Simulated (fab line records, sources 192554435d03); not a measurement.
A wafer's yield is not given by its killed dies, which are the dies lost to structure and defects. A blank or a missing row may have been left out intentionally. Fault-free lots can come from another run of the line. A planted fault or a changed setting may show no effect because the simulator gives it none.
Which tool was responsible? || flow n5_finfet || 12 lots with 36 wafers sampled at 4 steps, on a route of 1938 steps

== WHAT THE GAUGES READ, wafer by wafer ==
N5_BEOL_M1_CD_MEAS_18: pitch 36 nm, target cd 18 nm.
{"lot": "L075", "measured": "day 6 11:31", "on": "cd_sem-02", "cd_nm (nm)": "17.6 17.7 17.7"}
{"lot": "L077", "measured": "day 7 13:46", "on": "cd_sem-01", "cd_nm (nm)": "17.5 18.5 18.1"}
{"lot": "L080", "measured": "day 7 14:45", "on": "cd_sem-01", "cd_nm (nm)": "18.1 17.5 18.1"}
{"lot": "L081", "measured": "day 7 23:21", "on": "cd_sem-02", "cd_nm (nm)": "18.1 18.2 17.8"}
{"lot": "L083", "measured": "day 8 10:43", "on": "cd_sem-02", "cd_nm (nm)": "18.0 17.4 18.1"}
{"lot": "L085", "measured": "day 8 23:31", "on": "cd_sem-03", "cd_nm (nm)": "18.3 18.0 18.0"}
{"lot": "L087", "measured": "day 9 18:13", "on": "cd_sem-01", "cd_nm (nm)": "17.3 18.1 17.8"}
{"lot": "L089", "measured": "day 10 00:50", "on": "cd_sem-03", "cd_nm (nm)": "18.2 17.9 18.4"}
{"lot": "L092", "measured": "day 10 19:37", "on": "cd_sem-03", "cd_nm (nm)": "17.3 18.5 18.2"}
{"lot": "L093", "measured": "day 11 01:42", "on": "cd_sem-02", "cd_nm (nm)": "17.6 17.4 17.3"}
{"lot": "L095", "measured": "day 11 13:58", "on": "cd_sem-02", "cd_nm (nm)": "18.0 18.5 18.1"}
{"lot": "L096", "measured": "day 11 23:34", "on": "cd_sem-02", "cd_nm (nm)": "17.4 17.8 17.3"}

== WHICH TOOL RAN EACH LOT (tool, then ch and the chambers of the sampled wafers, then the start) ==
{"lot": "L075", "N5_BEOL_M0_CMP_120": "cmp-01 ch 0,1, day 6 09:33", "N5_BEOL_M1_HM_DEP_02": "pvd_sputter-02, day 6 10:34", "N5_BEOL_M1_ETCH_63": "rie_diel-01 ch 0,3, day 6 11:08"}
{"lot": "L077", "N5_BEOL_M0_CMP_120": "cmp-02 ch 0,2,3, day 7 10:38", "N5_BEOL_M1_HM_DEP_02": "pvd_sputter-01, day 7 12:42", "N5_BEOL_M1_ETCH_63": "rie_diel-06 ch 0,2,3, day 7 13:23"}
{"lot": "L080", "N5_BEOL_M0_CMP_120": "cmp-04 ch 1,2, day 7 13:04", "N5_BEOL_M1_HM_DEP_02": "pvd_sputter-03, day 7 13:49", "N5_BEOL_M1_ETCH_63": "rie_diel-05 ch 1,3, day 7 14:22"}
{"lot": "L081", "N5_BEOL_M0_CMP_120": "cmp-01 ch 1,2,3, day 7 20:35", "N5_BEOL_M1_HM_DEP_02": "pvd_sputter-03, day 7 22:17", "N5_BEOL_M1_ETCH_63": "rie_diel-05 ch 0,1,3, day 7 22:55"}
{"lot": "L083", "N5_BEOL_M0_CMP_120": "cmp-04 ch 2,3, day 8 08:07", "N5_BEOL_M1_HM_DEP_02": "pvd_sputter-03, day 8 09:39", "N5_BEOL_M1_ETCH_63": "rie_diel-05 ch 2,3, day 8 10:20"}
{"lot": "L085", "N5_BEOL_M0_CMP_120": "cmp-04 ch 1,2,3, day 8 18:36", "N5_BEOL_M1_HM_DEP_02": "pvd_sputter-03, day 8 20:45", "N5_BEOL_M1_ETCH_63": "rie_diel-05 ch 2,3, day 8 22:43"}
{"lot": "L087", "N5_BEOL_M0_CMP_120": "cmp-01 ch 0,1, day 9 14:33", "N5_BEOL_M1_HM_DEP_02": "pvd_sputter-02, day 9 17:01", "N5_BEOL_M1_ETCH_63": "rie_diel-06 ch 3, day 9 17:45"}
{"lot": "L089", "N5_BEOL_M0_CMP_120": "cmp-02 ch 1,2,3, day 9 22:53", "N5_BEOL_M1_HM_DEP_02": "pvd_sputter-02, day 9 23:40", "N5_BEOL_M1_ETCH_63": "rie_diel-05 ch 1,2,3, day 10 00:28"}
{"lot": "L092", "N5_BEOL_M0_CMP_120": "cmp-02 ch 0,1,3, day 10 13:54", "N5_BEOL_M1_HM_DEP_02": "pvd_sputter-02, day 10 18:32", "N5_BEOL_M1_ETCH_63": "rie_diel-01 ch 0,2,3, day 10 19:14"}
{"lot": "L093", "N5_BEOL_M0_CMP_120": "cmp-01 ch 0,2, day 10 22:57", "N5_BEOL_M1_HM_DEP_02": "pvd_sputter-02, day 11 00:37", "N5_BEOL_M1_ETCH_63": "rie_diel-06 ch 2,3, day 11 01:10"}
{"lot": "L095", "N5_BEOL_M0_CMP_120": "cmp-01 ch 0,1,2, day 11 08:12", "N5_BEOL_M1_HM_DEP_02": "pvd_sputter-01, day 11 11:58", "N5_BEOL_M1_ETCH_63": "rie_diel-05 ch 0,1,3, day 11 13:26"}
{"lot": "L096", "N5_BEOL_M0_CMP_120": "cmp-02 ch 1,2, day 11 20:55", "N5_BEOL_M1_HM_DEP_02": "pvd_sputter-03, day 11 22:31", "N5_BEOL_M1_ETCH_63": "rie_diel-06 ch 0,2, day 11 23:12"}
- N5_BEOL_M0_CMP_120: polishes, stops on SiOC, t overpolish 6.9 s.
- N5_BEOL_M1_HM_DEP_02: deposits TiN, target thk 20 nm.
- N5_BEOL_M1_ETCH_63: etches SiARC in CF4, target depth 15.6 nm, time 26 s.

== THE ANSWER, worked out from the rows above alone ==
Rule: what is usual is taken from the lots themselves. The widest of any qualifying gaps counts: lots, ordered by their means at a reading, are off when they make up no more than a third of the lots, leave a main group of 4 or more, and stand apart from it by 3 or more times the standard deviation of that group's means. If all means in a main group match to the digits the tables above print for the reading, that group is not used. A lot without any number at a reading at which 4 lots or more have one is off too. The other lots that the step has rows for count as sound.
None of the lots is off at any reading shown; this tells nothing.

== WHAT HAD BEEN PUT IN BY THE SIMULATOR ==
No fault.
